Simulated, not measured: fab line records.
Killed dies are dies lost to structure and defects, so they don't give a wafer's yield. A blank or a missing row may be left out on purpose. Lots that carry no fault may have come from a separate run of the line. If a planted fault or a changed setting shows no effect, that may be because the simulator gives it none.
Split-lot experiment	flow n5Finfet	21 wafers read across 7 lots, on a route 1938 steps long

== SPLIT DETAILS ==
At N5_BEOL_M1_DESCUM_33 (chemistry O2, time 7 s), the setting timeS was moved away from the recipe's 7 s on 8 of the 21 wafers read, by -16.9% to +13.1%. The other wafers ran this setting at the recipe's value.

== FROM THE SPLIT TO THE READING: what the file shows between them, 3 steps ==
- N5_BEOL_M1_ETCH_77: etches underlayer in N2/H2, target depth 6.5 nm, time 5.2 s
- N5_BEOL_M1_ETCH_69: etches SiARC in CF4, target depth 15.6 nm, time 26 s
- N5_BEOL_M1_ALD_98: deposits SiO2, target thk 2.5 nm, pulse time 1 s, co reactant pulse time 1 s

== THE READING ==
CAR-EUV_of_BEOL_M1_COAT_22.thkNm (the simulator's own value, which no gauge read), in nm, at N5_BEOL_M1_ETCHBACK_99 (etches SiO2 in CHF3, target depth 5 nm, time 10.4 s). The file gives no usual value for it. Here, 13 wafers ran the recipe; their average is 10.5 nm with a standard deviation of 0.092 nm.

wafer	tool, chamber at the split	timeS as run, s	against the recipe	CAR-EUV_of_BEOL_M1_COAT_22.thkNm, nm	against lot-mates on the recipe
L081.2	rieDiel-02, 1,2	7	recipe	10.4	-
L081.4	rieDiel-02, 1,2	7	recipe	10.4	-
L081.5	rieDiel-02, 0	5.816	-16.9%	11	+0.6
L083.2	rieDiel-02, 1	7.841	+12.0%	10	-0.4
L083.6	rieDiel-02, 1	7.841	+12.0%	10	-0.4
L083.3	rieDiel-02, 2	7	recipe	10.4	-
L082.2	rieDiel-02, 2	7	recipe	10.6	-
L082.5	rieDiel-02, 1,2	7	recipe	10.6	-
L082.3	rieDiel-02, 1,2	7	recipe	10.4	-
L086.1	rieDiel-06, 1	7.642	+9.2%	10	-0.4
L086.5	rieDiel-06, 1	7.642	+9.2%	10	-0.4
L086.3	rieDiel-06, 0	7	recipe	10.4	-
L087.1	rieDiel-06, 3	6.095	-12.9%	10.8	+0.4
L087.4	rieDiel-06, 1,0	7	recipe	10.4	-
L087.5	rieDiel-06, 1,0	7	recipe	10.4	-
L092.1	rieDiel-05, 1	6.398	-8.6%	10.6	+0.1
L092.2	rieDiel-05, 0	7	recipe	10.4	-
L092.5	rieDiel-05, 0	7	recipe	10.6	-
L096.1	rieDiel-02, 0,1	7	recipe	10.6	-
L096.2	rieDiel-02, 0,1	7	recipe	10.4	-
L096.3	rieDiel-02, 3	7.914	+13.1%	10	-0.5
When a row names more than one chamber, that row covers several wafers, and the file does not tell which wafer ran in which chamber.

FIT RESULTS
A straight line over all 21 wafers: CAR-EUV_of_BEOL_M1_COAT_22.thkNm changes by -0.0344 nm for each +1% of timeS; r = -0.94; the points scatter about the line by 0.095 nm.
The same after taking each lot's own level away (the mean of its wafers on the recipe; 21 wafers): -0.0341 nm for each +1%; r = -0.96; scatter 0.078 nm.
That fit puts the effect of the largest move of timeS on the reading at 0.58 nm.
Across the lots, their own levels run from 10.40 to 10.53 nm, a range of 1.4 times the standard deviation given above.
The two slopes are in agreement: the lot-to-lot level therefore moves the slope only a little.
Check: +0.535 nm against its lot-mates is what the line predicts for one of the wafers moved furthest among these (-16.9%) when that wafer is left out of the fit. It came out at +0.6 nm against them.

== OTHER SPLITS APPLIED TO THESE WAFERS ==
Other splits were also applied to these wafers ahead of the reading. Each is held against what the fit with the lots' levels taken away leaves over:
other split on the same wafers	wafers away from the commonest value	r with CAR-EUV_of_BEOL_M1_COAT_22.thkNm (lot level and that fit taken away)
N5_MOL_CONTACT_COAG_EXPOSE_05 doseMj	6	+0.12
N5_MOL_CONTACT_COAG_CONTACT_ETCH_14 timeS	10	+0.04
N5_MOL_CONTACT_COAG_ALD_27 timeS	5	-0.03
N5_MOL_CONTACT_COAG_COAT_76 spinRpm	6	-0.15
N5_BEOL_M0_SAQP_HM_DEP_02 targetThkA	5	-0.13

== THE WHOLE CHAIN: every reading that the file lists as answering this split, in the file's order ==
step	what it does	reading	change (the file's fit)	r (the file's)
N5_BEOL_M1_DESCUM_33	chemistry O2, time 7 s	CAR-EUV_of_BEOL_M1_COAT_22.thkNm (the simulator's own value, which no gauge read)	-0.0347 nm for each +1% of the setting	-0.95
N5_BEOL_M1_ETCH_77	etches underlayer in N2/H2, target depth 6.5 nm, time 5.2 s	CAR-EUV_of_BEOL_M1_COAT_22.thkNm (the simulator's own value, which no gauge read)	-0.0326 nm for each +1% of the setting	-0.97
N5_BEOL_M1_ETCH_69	etches SiARC in CF4, target depth 15.6 nm, time 26 s	CAR-EUV_of_BEOL_M1_COAT_22.thkNm (the simulator's own value, which no gauge read)	-0.0312 nm for each +1% of the setting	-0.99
N5_BEOL_M1_ETCHBACK_99	etches SiO2 in CHF3, target depth 5 nm, time 10.4 s	CAR-EUV_of_BEOL_M1_COAT_22.thkNm (the simulator's own value, which no gauge read)	-0.0337 nm for each +1% of the setting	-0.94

== FILE'S OWN FIT ==
CAR-EUV_of_BEOL_M1_COAT_22.thkNm changes by -0.0337 nm for each +1% of timeS, r = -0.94.
